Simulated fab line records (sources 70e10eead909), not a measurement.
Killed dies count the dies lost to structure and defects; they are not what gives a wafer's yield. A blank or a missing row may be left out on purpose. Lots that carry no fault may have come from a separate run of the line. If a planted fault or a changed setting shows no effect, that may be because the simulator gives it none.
Struck lot and sound lot, side by side | flow nandHarc | 33 steps out of a route of 1302
Sound: wafers L725.2, L725.3, L725.4. Wafers L732.1, L732.2, L732.6 were the ones struck. The cause is given at the end.
For every step that has rows: the tool of each side, followed by ch and its chambers, followed by its first start. Under that, the readings that differ: sound wafers | struck wafers | difference of the means | sigmas: that difference in standard deviations of wafers without a fault.
alike: same words and numbers on both sides, and readings whose means sit less than 2 such deviations apart. not compared: any withheld reading, any reading some wafer has no value for, any bound like >300 that may hide the same value, and any number with overlapping values for which the record gives no deviation.
The two part at a step that has a row with sigmas, a row that says differs or no value, or rows on one side only. When numbers do not overlap yet have no deviation, they are printed without sigmas and do not part them. A reading that every wafer of one side lacks parts them only if that side has two wafers or more.

first, 5 steps without rows for these wafers: NHARC_A_STAIRCASE_DESCUM_291 (chemistry O2, time 3 s); NHARC_A_STAIRCASE_ETCH_292 (etches the open film in CF4/CHF3); NHARC_A_STAIRCASE_HM_OPEN_460 (chemistry O2/COS); NHARC_A_STAIRCASE_STRIP_461 (strips in O2/COS); NHARC_A_STAIRCASE_ETCH_452 (etches the open film in CF4/O2, target depth 30 nm, overetch 3 nm, time 16.5 s).
NHARC_A_STAIRCASE_ETCH_294: etches the open film in C4F8/O2/Ar, target depth 4989 nm, time 1211.6 s.
  sound on rieDiel-05 ch 0,1,2; struck on rieDiel-11 ch 0,3
  alike: biasW, oesProductAu, rfVppV
  not compared: rfHoursCounterH
NHARC_A_STAIRCASE_STRIP_295: strips in O2.
  sound on rieDiel-05 ch 0,1,3; struck on rieDiel-11 ch 1,2
  alike: drypumpMotorCurrentA, mfcArSccm, oesProductAu, rfVppV, showerheadPlenumPTorr, throttleValvePct
  not compared: rfHoursCounterH
then, 4 steps without rows for these wafers: NHARC_A_STAIRCASE_STRIP_296 (strips in SPM, time 900 s); NHARC_A_STAIRCASE_PRECLEAN_297 (cleans in SC1); NHARC_A_STAIRCASE_SRD_298; NHARC_A_STAIRCASE_HM_DEP_462 (deposits aC, target thk 800 nm).
NHARC_A_STAIRCASE_DEP_301: deposits SiON, target thk 30 nm.
  sound on pecvd-03 ch 1,2, day 17 01:02; struck on pecvd-02 ch 0,1, day 20 08:47
reading            | sound             | struck            | difference | sigmas
rfFwdPowerW (W)    | 350.4 348.0 349.3 | 489.3 490.5 489.0 | +140.4     | +99 or more
showerheadVppV (V) | 1160 1106 1093    | 1256 1423 1237    | +186       | +4
  alike: heaterPowerW
then, 14 steps without rows for these wafers: NHARC_A_STAIRCASE_DEHYDRATE_302 (time 120 s); NHARC_A_STAIRCASE_HMDS_303 (time 30 s); NHARC_A_STAIRCASE_COAT_304; NHARC_A_STAIRCASE_SOFTBAKE_305 (time 170 s); NHARC_A_STAIRCASE_EBR_306; NHARC_A_STAIRCASE_EXPOSE_307 (exposes mask CHOP 50); NHARC_A_STAIRCASE_PEB_308 (peb time 130 s); NHARC_A_STAIRCASE_DEVELOP_309 (time 140 s); NHARC_A_STAIRCASE_HARDBAKE_311 (time 140 s); NHARC_A_STAIRCASE_DESCUM_312 (chemistry O2, time 3 s); NHARC_A_STAIRCASE_ETCH_313 (etches the open film in CF4/CHF3); NHARC_A_STAIRCASE_HM_OPEN_463 (chemistry O2/COS); NHARC_A_STAIRCASE_STRIP_464 (strips in O2/COS); NHARC_A_STAIRCASE_ETCH_453 (etches the open film in CF4/O2, target depth 30 nm, overetch 3 nm, time 16.5 s).
NHARC_A_STAIRCASE_ETCH_315: etches the open film in C4F8/O2/Ar, target depth 2500 nm, time 607.1 s.
  sound on rieDiel-11 ch 0,1,2; struck on rieDiel-05 ch 0,2,3
  alike: biasW, oesProductAu, rfVppV
  not compared: rfHoursCounterH
NHARC_A_STAIRCASE_STRIP_316: strips in O2.
  sound on rieDiel-11 ch 0,1,2; struck on rieDiel-05 ch 0,1,3
  alike: drypumpMotorCurrentA, mfcArSccm, oesProductAu, rfVppV, showerheadPlenumPTorr, throttleValvePct
  not compared: rfHoursCounterH
then, 3 steps without rows for these wafers: NHARC_A_STAIRCASE_STRIP_317 (strips in SPM, time 900 s); NHARC_A_STAIRCASE_PRECLEAN_318 (cleans in SC1); NHARC_A_STAIRCASE_SRD_329.
NHARC_A_STAIRCASE_ALD_415: deposits SiO2, target thk 30 nm, pulse time 6 s, ald cycles 300.
  sound on aldHk-03 ch 0,1,2, day 17 04:01; struck on aldHk-03 ch 0,1,3, day 20 12:21
  alike: heaterPowerW, precursorPulseHeightRel
-- the record jumps here: 7 days lie between the struck wafers' starts before and after (it left off in module A_STAIRCASE and takes up again in module END, whose first step shown is number 1302 of the route) --
NHARC_END_SORT_01:
  sound on prober-01 ch 0, day 24 06:40; struck on prober-01 ch 0, day 27 22:00
reading           | sound | struck   | difference | sigmas
killedAtPeriphery | 4 1 0 | 10 10 14 | +10        | +4
  alike: killedAtArray, killedAtOther, killedDies, killedOpen, killedShort

== WHERE THEY PART ==
At NHARC_A_STAIRCASE_DEP_301 first; at NHARC_END_SORT_01 last (within this record only).

WHY: the cause the simulator had injected
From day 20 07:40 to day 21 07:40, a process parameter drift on pecvd-02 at NHARC_A_STAIRCASE_DEP_301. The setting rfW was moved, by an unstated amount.
